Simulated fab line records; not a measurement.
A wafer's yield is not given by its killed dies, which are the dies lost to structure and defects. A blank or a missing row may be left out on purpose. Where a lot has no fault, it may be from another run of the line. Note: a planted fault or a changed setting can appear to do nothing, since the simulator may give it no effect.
What tool caused it? :: flow nand-harc :: Sampling: 12 lots, 36 wafers, 4 of 1302 route steps

## WHAT EACH GAUGE READ, for each wafer
NHARC_A_CONTACT_CD_MEAS_15.
lot: L075
measured: day 23 05:51
on: cd-sem-01
cd-nm (nm): 189.8 189.3 190.3

lot: L076
measured: day 23 14:19
on: cd-sem-03
cd-nm (nm): 189.9 190.1 190.8

lot: L078
measured: day 24 21:40
on: cd-sem-02
cd-nm (nm): 190.1 191.0 190.7

lot: L082
measured: day 25 16:35
on: cd-sem-03
cd-nm (nm): 191.0 189.7 191.0

lot: L083
measured: day 26 08:44
on: cd-sem-02
cd-nm (nm): 189.6 189.6 189.9

lot: L084
measured: day 26 22:31
on: cd-sem-02
cd-nm (nm): 190.4 189.5 189.5

lot: L087
measured: day 27 11:15
on: cd-sem-02
cd-nm (nm): 190.3 190.4 190.5

lot: L089
measured: day 28 06:11
on: cd-sem-02
cd-nm (nm): 188.9 188.7 189.3

lot: L091
measured: day 29 16:35
on: cd-sem-03
cd-nm (nm): 190.6 190.0 191.0

lot: L093
measured: day 30 04:58
on: cd-sem-02
cd-nm (nm): 189.0 190.5 190.4

lot: L097
measured: day 31 06:28
on: cd-sem-02
cd-nm (nm): 190.6 191.0 190.9

lot: L095
measured: day 31 10:39
on: cd-sem-01
cd-nm (nm): 189.2 190.5 188.8

## WHICH TOOL RAN EACH LOT (tool, then ch and the chambers of the sampled wafers, then the start)
lot: L075
NHARC_A_CONTACT_DEP_85: pecvd-02 ch 0,2, day 23 01:39
NHARC_A_CONTACT_DESCUM_13: rie-diel-11 ch 1,3, day 23 02:32
NHARC_A_CONTACT_ETCH_136: har-cap-etch-01 ch 0,1, day 23 04:20

lot: L076
NHARC_A_CONTACT_DEP_85: pecvd-01 ch 0,2, day 23 08:23
NHARC_A_CONTACT_DESCUM_13: rie-diel-02 ch 1,2, day 23 09:08
NHARC_A_CONTACT_ETCH_136: har-cap-etch-02 ch 0,1, day 23 12:47

lot: L078
NHARC_A_CONTACT_DEP_85: pecvd-04 ch 0,2, day 24 17:41
NHARC_A_CONTACT_DESCUM_13: rie-diel-11 ch 0,1,3, day 24 18:29
NHARC_A_CONTACT_ETCH_136: har-cap-etch-03 ch 0,1, day 24 20:05

lot: L082
NHARC_A_CONTACT_DEP_85: pecvd-04 ch 0,1, day 25 12:35
NHARC_A_CONTACT_DESCUM_13: rie-diel-02 ch 1,3, day 25 13:22
NHARC_A_CONTACT_ETCH_136: har-cap-etch-02 ch 0,1, day 25 14:57

lot: L083
NHARC_A_CONTACT_DEP_85: pecvd-02 ch 0,1,2, day 26 04:38
NHARC_A_CONTACT_DESCUM_13: rie-diel-02 ch 0,1,3, day 26 05:34
NHARC_A_CONTACT_ETCH_136: har-cap-etch-01 ch 0,1, day 26 07:09

lot: L084
NHARC_A_CONTACT_DEP_85: pecvd-02 ch 0,1,2, day 26 15:40
NHARC_A_CONTACT_DESCUM_13: rie-diel-13 ch 1,2,3, day 26 16:27
NHARC_A_CONTACT_ETCH_136: har-cap-etch-03 ch 0,1, day 26 20:56

lot: L087
NHARC_A_CONTACT_DEP_85: pecvd-02 ch 0,1,2, day 27 06:42
NHARC_A_CONTACT_DESCUM_13: rie-diel-02 ch 0,3, day 27 07:38
NHARC_A_CONTACT_ETCH_136: har-cap-etch-02 ch 0,1, day 27 09:29

lot: L089
NHARC_A_CONTACT_DEP_85: pecvd-01 ch 0,1,2, day 28 02:05
NHARC_A_CONTACT_DESCUM_13: rie-diel-11 ch 0,1, day 28 02:59
NHARC_A_CONTACT_ETCH_136: har-cap-etch-01 ch 0,1, day 28 04:38

lot: L091
NHARC_A_CONTACT_DEP_85: pecvd-02 ch 0,1,2, day 29 12:31
NHARC_A_CONTACT_DESCUM_13: rie-diel-11 ch 0,1,2, day 29 13:23
NHARC_A_CONTACT_ETCH_136: har-cap-etch-02 ch 0,1, day 29 15:02

lot: L093
NHARC_A_CONTACT_DEP_85: pecvd-01 ch 0,2, day 30 00:13
NHARC_A_CONTACT_DESCUM_13: rie-diel-11 ch 0,1,3, day 30 01:08
NHARC_A_CONTACT_ETCH_136: har-cap-etch-01 ch 0,1, day 30 02:56

lot: L097
NHARC_A_CONTACT_DEP_85: pecvd-01 ch 0,1,2, day 31 02:21
NHARC_A_CONTACT_DESCUM_13: rie-diel-11 ch 0,2,3, day 31 03:17
NHARC_A_CONTACT_ETCH_136: har-cap-etch-03 ch 0,1, day 31 04:53

lot: L095
NHARC_A_CONTACT_DEP_85: pecvd-01 ch 0,2, day 31 06:30
NHARC_A_CONTACT_DESCUM_13: rie-diel-11 ch 0,3, day 31 07:21
NHARC_A_CONTACT_ETCH_136: har-cap-etch-03 ch 0,1, day 31 08:56
- NHARC_A_CONTACT_DEP_85: deposits SiON, target thk 60 nm.
- NHARC_A_CONTACT_DESCUM_13: chemistry O2, time 3 s.
- NHARC_A_CONTACT_ETCH_136: etches the open film in C4F8/O2/Ar, time 311 s, target depth 1912 nm.

## THE ANSWER, worked out from the rows above alone
Rule: what is usual is taken from the lots themselves. Put in order of their means at a reading, lots are off if they are a third of the lots or fewer, leave a main group of 4 or more, and stand apart from it by a gap of 3 or more times the standard deviation of the main group's means; of several such gaps the widest counts. The tables above print the reading to a certain number of digits; a main group whose means all agree to those digits is not used. Also off: a lot with no number at a reading for which 4 or more lots have one. Any other lot the step has rows for is counted as sound.
No lot is off on any of the readings shown, so nothing can be concluded from this.

## WHAT THE SIMULATOR HAD INSERTED
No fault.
